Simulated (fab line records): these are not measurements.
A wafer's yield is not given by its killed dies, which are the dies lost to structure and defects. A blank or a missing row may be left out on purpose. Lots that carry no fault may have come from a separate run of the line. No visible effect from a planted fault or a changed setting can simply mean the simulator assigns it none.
Matching of chambers :: flow nand_harc :: rie_diel-01 running NHARC_A_STAIRCASE_TRIM_229: 4 sister chambers
The step chemistry O2, time 211.2 s. 16 wafers are shown with their chamber, then 8 later ones without.

## WAFERS PAIRED WITH THEIR CHAMBERS
wafer: L079.1
chamber: 3
drypump_motor_current_A (A): 5.4
showerhead_plenum_p_Torr (Torr): 3.48
rf_vpp_V (V): 58.1

wafer: L079.2
chamber: 2
drypump_motor_current_A (A): 6.0
showerhead_plenum_p_Torr (Torr): 3.62
rf_vpp_V (V): 58.6

wafer: L079.6
chamber: 2
drypump_motor_current_A (A): 6.0
showerhead_plenum_p_Torr (Torr): 3.62
rf_vpp_V (V): 59.4

wafer: L082.2
chamber: 1
drypump_motor_current_A (A): 5.1
showerhead_plenum_p_Torr (Torr): 3.35
rf_vpp_V (V): 55.9

wafer: L082.3
chamber: 0
drypump_motor_current_A (A): 6.7
showerhead_plenum_p_Torr (Torr): 3.30
rf_vpp_V (V): 56.9

wafer: L082.6
chamber: 3
drypump_motor_current_A (A): 5.4
showerhead_plenum_p_Torr (Torr): 3.47
rf_vpp_V (V): 57.2

wafer: L085.1
chamber: 1
drypump_motor_current_A (A): 5.1
showerhead_plenum_p_Torr (Torr): 3.34
rf_vpp_V (V): 57.9

wafer: L085.4
chamber: 3
drypump_motor_current_A (A): 5.4
showerhead_plenum_p_Torr (Torr): 3.47
rf_vpp_V (V): 57.5

wafer: L085.6
chamber: 0
drypump_motor_current_A (A): 6.7
showerhead_plenum_p_Torr (Torr): 3.30
rf_vpp_V (V): 56.7

wafer: L087.1
chamber: 1
drypump_motor_current_A (A): 5.1
showerhead_plenum_p_Torr (Torr): 3.34
rf_vpp_V (V): 57.6

wafer: L087.3
chamber: 3
drypump_motor_current_A (A): 5.4
showerhead_plenum_p_Torr (Torr): 3.47
rf_vpp_V (V): 59.1

wafer: L087.4
chamber: 2
drypump_motor_current_A (A): 6.1
showerhead_plenum_p_Torr (Torr): 3.61
rf_vpp_V (V): 58.4

wafer: L090.4
chamber: 1
drypump_motor_current_A (A): 5.1
showerhead_plenum_p_Torr (Torr): 3.34
rf_vpp_V (V): 57.2

wafer: L090.5
chamber: 2
drypump_motor_current_A (A): 6.0
showerhead_plenum_p_Torr (Torr): 3.61
rf_vpp_V (V): 59.0

wafer: L090.6
chamber: 3
drypump_motor_current_A (A): 5.4
showerhead_plenum_p_Torr (Torr): 3.46
rf_vpp_V (V): 57.6

wafer: L092.4
chamber: 1
drypump_motor_current_A (A): 5.1
showerhead_plenum_p_Torr (Torr): 3.34
rf_vpp_V (V): 57.7

SIGNATURES (means of the wafers above)
reading: drypump_motor_current_A
chamber 0: 6.700
chamber 1: 5.100
chamber 2: 6.025
chamber 3: 5.400
scatter within a chamber: 0.025

reading: showerhead_plenum_p_Torr
chamber 0: 3.3000
chamber 1: 3.3420
chamber 2: 3.6150
chamber 3: 3.4700
scatter within a chamber: 0.00563

reading: rf_vpp_V
chamber 0: 56.800
chamber 1: 57.260
chamber 2: 58.850
chamber 3: 57.900
scatter within a chamber: 0.671
Rule: distance of a wafer from a chamber = root of the sum over the readings of ((wafer's reading minus chamber's mean) / reading's scatter) squared. The wafer belongs to the nearest chamber; if the next one is less than 2 further off, it can't be placed. The scatter: take each reading less its chamber's mean, square it, sum over the shown wafers, divide by the number of wafers less the number of chambers, and take the root.

## WAFERS WITHOUT THEIR CHAMBER
wafer: L092.5
drypump_motor_current_A (A): 6.7
showerhead_plenum_p_Torr (Torr): 3.29
rf_vpp_V (V): 58.5

wafer: L092.6
drypump_motor_current_A (A): 5.4
showerhead_plenum_p_Torr (Torr): 3.46
rf_vpp_V (V): 58.9

wafer: L094.4
drypump_motor_current_A (A): 6.0
showerhead_plenum_p_Torr (Torr): 3.61
rf_vpp_V (V): 57.1

wafer: L094.5
drypump_motor_current_A (A): 6.7
showerhead_plenum_p_Torr (Torr): 3.29
rf_vpp_V (V): 57.1

wafer: L094.6
drypump_motor_current_A (A): 5.4
showerhead_plenum_p_Torr (Torr): 3.46
rf_vpp_V (V): 57.3

wafer: L097.1
drypump_motor_current_A (A): 6.7
showerhead_plenum_p_Torr (Torr): 3.29
rf_vpp_V (V): 57.2

wafer: L097.2
drypump_motor_current_A (A): 5.4
showerhead_plenum_p_Torr (Torr): 3.46
rf_vpp_V (V): 57.1

wafer: L097.4
drypump_motor_current_A (A): 6.1
showerhead_plenum_p_Torr (Torr): 3.60
rf_vpp_V (V): 57.7

## THE CHAMBER EACH PASSED THROUGH
wafer: L092.5
from the rows above: 0
in truth: 0

wafer: L092.6
from the rows above: 3
in truth: 3

wafer: L094.4
from the rows above: 2
in truth: 2

wafer: L094.5
from the rows above: 0
in truth: 0

wafer: L094.6
from the rows above: 3
in truth: 3

wafer: L097.1
from the rows above: 0
in truth: 0

wafer: L097.2
from the rows above: 3
in truth: 3

wafer: L097.4
from the rows above: 2
in truth: 2
8 of 8 placed correctly. From these rows, 0 cannot be placed. 0 placed wrongly.
